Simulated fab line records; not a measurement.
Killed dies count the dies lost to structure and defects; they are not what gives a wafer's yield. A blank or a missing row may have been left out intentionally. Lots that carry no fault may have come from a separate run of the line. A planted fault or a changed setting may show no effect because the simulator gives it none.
Matching of chambers    flow n5Finfet    N5_MOL_CONTACT_COAG_STRIP_98 on rieDiel-06 has 4 sister chambers
The step strips in N2/H2. 4 wafers are shown with their chamber, then 11 later ones without.

== EACH WAFER AND ITS CHAMBER ==
wafer   chamber  drypumpMotorCurrentA (A)
L086.1  0        5.3
L086.2  2        5.5
L090.1  3        4.8
L091.2  1        6.5

== WAFERS WITH NO CHAMBER GIVEN ==
wafer   drypumpMotorCurrentA (A)
L091.3  5.3
L091.4  4.8
L092.2  6.4
L092.4  5.4
L092.6  5.5
L094.2  4.8
L094.3  5.3
L094.5  5.5
L095.1  6.5
L095.2  4.8
L095.4  5.4

== WHICH CHAMBER EACH WENT THROUGH ==
wafer   from the rows above      in truth
L091.3  0                        0
L091.4  3                        3
L092.2  1                        1
L092.4  can't be placed: 2 or 0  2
L092.6  2                        2
L094.2  3                        3
L094.3  0                        0
L094.5  2                        2
L095.1  1                        1
L095.2  3                        3
L095.4  can't be placed: 2 or 0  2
Correct placement for 9 of the 11. Can't be placed from these rows: 2 (the true chamber is among the candidates in 2). 0 placed wrongly.
How it was worked out, from the rows above alone: a wafer's distance from a chamber is the root of the sum, over the readings, of the square of ((its reading less the chamber's mean) divided by the reading's scatter). The wafer belongs to the nearest chamber; if the next one is less than 2 further off, it can't be placed. The mean given for a chamber averages the wafers shown for that chamber. The scatter (one wafer shown for each chamber): square how far every hidden wafer sits from the nearest shown wafer, average those squares and take the square root.
